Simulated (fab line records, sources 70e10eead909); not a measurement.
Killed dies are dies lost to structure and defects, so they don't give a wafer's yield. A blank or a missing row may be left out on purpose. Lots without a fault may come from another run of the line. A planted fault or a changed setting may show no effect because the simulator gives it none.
A struck lot beside a sound one | flow nand_harc | 15 steps out of a route of 1302
Sound: wafers L926.1, L926.2, L926.3. Struck: wafers L929.1, L929.3, L929.6. The cause comes at the end.
At each step with rows: each side's tool, then ch and its chambers, then its first start. Under that, the readings that differ: sound wafers | struck wafers | difference of the means | sigmas: that difference in standard deviations of wafers without a fault.
alike: readings whose means differ by less than 2 such deviations, and words and numbers that are the same on both sides. not compared: withheld readings, readings that some wafer has no value for, bounds like >300 that may hide the same value, and numbers for which the record gives no deviation and whose values overlap.
The two part at a step that has a row with sigmas, a row that says differs or no value, or rows on one side only. Numbers that don't overlap but have no deviation are shown without sigmas and don't part them. A reading that every wafer of one side lacks parts them only if that side has two wafers or more.

first, 4 steps without rows for these wafers: NHARC_A_ZERO_WELL_STRIP_14 (strips in SPM, time 900 s); NHARC_A_ZERO_WELL_IMPLANT_15; NHARC_A_ZERO_WELL_PRECLEAN_22 (cleans in SC1, time 60 s); NHARC_A_ZERO_WELL_SRD_23.
NHARC_A_ZERO_WELL_RTA_16: time 10 s.
  sound on rtp_anneal-02 ch 0, day 7 02:07; struck on rtp_anneal-02 ch 0, day 7 22:37
  alike: lamp_power_pct, wafer_temp_C_max
NHARC_A_ZERO_WELL_INSPECT_17:
  sound on defect_inspect-01, day 7 02:18; struck on defect_inspect-02, day 7 22:49
  alike: raw_defect_count
then, 3 steps without rows for these wafers: NHARC_A_SOURCE_PLATE_PRECLEAN_00 (cleans in HF-LAST, time 60 s); NHARC_A_SOURCE_PLATE_SRD_01; NHARC_A_SOURCE_PLATE_OXIDE_02 (material SiO2, target thk 10 nm, ox time 1362 s).
NHARC_A_SOURCE_PLATE_THK_MEAS_09: measures by ellipsometry.
  sound on film_metro-01, day 7 10:10; struck on film_metro-02, day 8 08:49
  alike: thk_nm
then, 1 step without rows for these wafers: NHARC_A_SOURCE_PLATE_PVD_04 (deposits WSi2, target thk 50 nm).
NHARC_A_SOURCE_PLATE_CVD_03: deposits poly-Si, target thk 200 nm, time 4000 s.
  sound on lpcvd_poly-04 ch 0, day 7 12:40; struck on lpcvd_poly-01 ch 0, day 8 11:23
  reading               | sound             | struck            | difference | sigmas
  spike_tc_bottom_C (C) | 638.7 637.0 636.0 | 659.3 659.6 659.0 | +22.1      | +10
  spike_tc_centre_C (C) | 618.4 621.0 619.8 | 638.7 637.9 638.5 | +18.6      | +14
  spike_tc_lower_C (C)  | 621.2 619.0 620.3 | 638.4 638.0 637.2 | +17.7      | +19
  spike_tc_top_C (C)    | 639.4 639.3 639.5 | 655.8 655.2 656.7 | +16.5      | +12
  spike_tc_upper_C (C)  | 616.7 620.1 619.5 | 636.6 637.6 637.1 | +18.3      | +14
then, 1 step without rows for these wafers: NHARC_A_SOURCE_PLATE_ANNEAL_05 (time 1800 s).
NHARC_A_SOURCE_PLATE_THK_MEAS_06: measures by ellipsometry.
  sound on film_metro-02, day 7 22:40; struck on film_metro-02, day 8 22:29
  reading     | sound             | struck            | difference | sigmas
  thk_nm (nm) | 201.1 198.4 200.9 | 294.7 296.4 293.4 | +94.7      | +39
-- the record jumps here: 17 days lie between the struck wafers' starts before and after (it left off in module A_SOURCE_PLATE and takes up again in module END, whose first step shown is number 1302 of the route) --
NHARC_END_SORT_01:
  sound on prober-01 ch 0, day 25 08:44; struck on prober-01 ch 0, day 25 16:31
  alike: killed_at_array, killed_at_other, killed_at_periphery, killed_dies, killed_open, killed_short

WHERE THEY PART
First at NHARC_A_SOURCE_PLATE_CVD_03; last, within this record, at NHARC_A_SOURCE_PLATE_THK_MEAS_06. Later steps at which nothing parts them and some readings are alike: NHARC_END_SORT_01.

WHY: what the simulator had put in
Process parameter drift: lpcvd_poly-01, from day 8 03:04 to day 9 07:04, at NHARC_A_SOURCE_PLATE_CVD_03. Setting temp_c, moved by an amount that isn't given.
